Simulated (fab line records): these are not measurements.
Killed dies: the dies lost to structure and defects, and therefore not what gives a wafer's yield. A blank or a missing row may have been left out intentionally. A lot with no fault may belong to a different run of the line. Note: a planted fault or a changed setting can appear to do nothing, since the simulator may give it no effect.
Split-lot study ; flow n5-finfet ; 7 lots, 21 wafers read, on a route of 1938 steps

## THE SPLIT ITSELF
At N5_BEOL_M11_DESCUM_16 (chemistry O2, time 7.9 s), the setting time-s was moved away from the recipe's 7.9 s on 4 of the 21 wafers read, by +11.3% to +14.2%. The other wafers ran this setting at the recipe's value.

Split to reading: the file shows no intervening step.

## THE READING
CAR-ArF_of_BEOL_M11_COAT_05.thk-nm (the simulator's own value, which no gauge read), in nm, at N5_BEOL_M11_ETCH_61 (etches SiARC in CF4, target depth 39 nm, time 65 s). There is no usual value for it anywhere in the file. The 17 wafers here that ran the recipe average 55.7 nm, standard deviation 0.23 nm.

wafer;tool, chamber at the split;time-s as run, s;against the recipe;CAR-ArF_of_BEOL_M11_COAT_05.thk-nm, nm;against lot-mates on the recipe
L077.1;rie-diel-06, 0;8.796;+11.3%;55;-0.6
L077.2;rie-diel-06, 2;7.9;recipe;55.6;-
L077.4;rie-diel-06, 3;7.9;recipe;55.6;-
L079.2;rie-diel-02, 1,0;7.9;recipe;56;-
L079.4;rie-diel-02, 1,0;7.9;recipe;56;-
L079.3;rie-diel-02, 0;7.9;recipe;55.8;-
L078.2;rie-diel-02, 1,2;7.9;recipe;55.6;-
L078.3;rie-diel-02, 1,2;7.9;recipe;55.6;-
L078.6;rie-diel-02, 1;7.9;recipe;56;-
L087.1;rie-diel-02, 2,3,3;7.9;recipe;55.8;-
L087.2;rie-diel-02, 2,3,3;7.9;recipe;55.8;-
L087.6;rie-diel-02, 2,3,3;7.9;recipe;55.8;-
L090.1;rie-diel-01, 2;7.9;recipe;56;-
L090.5;rie-diel-01, 1,0;9.023;+14.2%;55;-1.0
L090.6;rie-diel-01, 1,0;9.023;+14.2%;54.8;-1.2
L092.1;rie-diel-06, 1;7.9;recipe;55.6;-
L092.5;rie-diel-06, 0;7.9;recipe;55.2;-
L092.6;rie-diel-06, 1;7.9;recipe;55.4;-
L095.3;rie-diel-02, 0;7.9;recipe;56;-
L095.4;rie-diel-02, 2;7.9;recipe;55.8;-
L095.5;rie-diel-02, 3;8.818;+11.6%;55.2;-0.7
When a row names more than one chamber, that row covers several wafers, and the file does not tell which wafer ran in which chamber.

THE FIT
A straight line over all 21 wafers: CAR-ArF_of_BEOL_M11_COAT_05.thk-nm changes by -0.0578 nm for each +1% of time-s; r = -0.82; the points scatter about the line by 0.22 nm.
The same after taking each lot's own level away (the mean of its wafers on the recipe; 21 wafers): -0.0695 nm for each +1%; r = -0.94; scatter 0.13 nm.
According to that fit, moving time-s by its largest amount changes the reading by 0.99 nm.
The span of the lots' own levels, 55.40 to 56.00 nm, comes to 2.7 times the standard deviation stated above.
In other words, the slope is changed by the lot-to-lot level; the two fits disagree.
Check: -0.977 nm against its lot-mates is what the line predicts for one of the wafers moved furthest among these (+14.2%) when that wafer is left out of the fit. Against them it came out at -1 nm.

## THE WHOLE CHAIN: every reading that the file lists as answering this split, in the file's order
step;what it does;reading;change (the file's fit);r (the file's)
N5_BEOL_M11_DESCUM_16;chemistry O2, time 7.9 s;CAR-ArF_of_BEOL_M11_COAT_05.thk-nm (the simulator's own value, which no gauge read);-0.0627 nm for each +1% of the setting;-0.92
N5_BEOL_M11_ETCH_61;etches SiARC in CF4, target depth 39 nm, time 65 s;CAR-ArF_of_BEOL_M11_COAT_05.thk-nm (the simulator's own value, which no gauge read);-0.0657 nm for each +1% of the setting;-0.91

## THE FILE'S OWN FIT
CAR-ArF_of_BEOL_M11_COAT_05.thk-nm changes by -0.0657 nm for each +1% of time-s, r = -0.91.
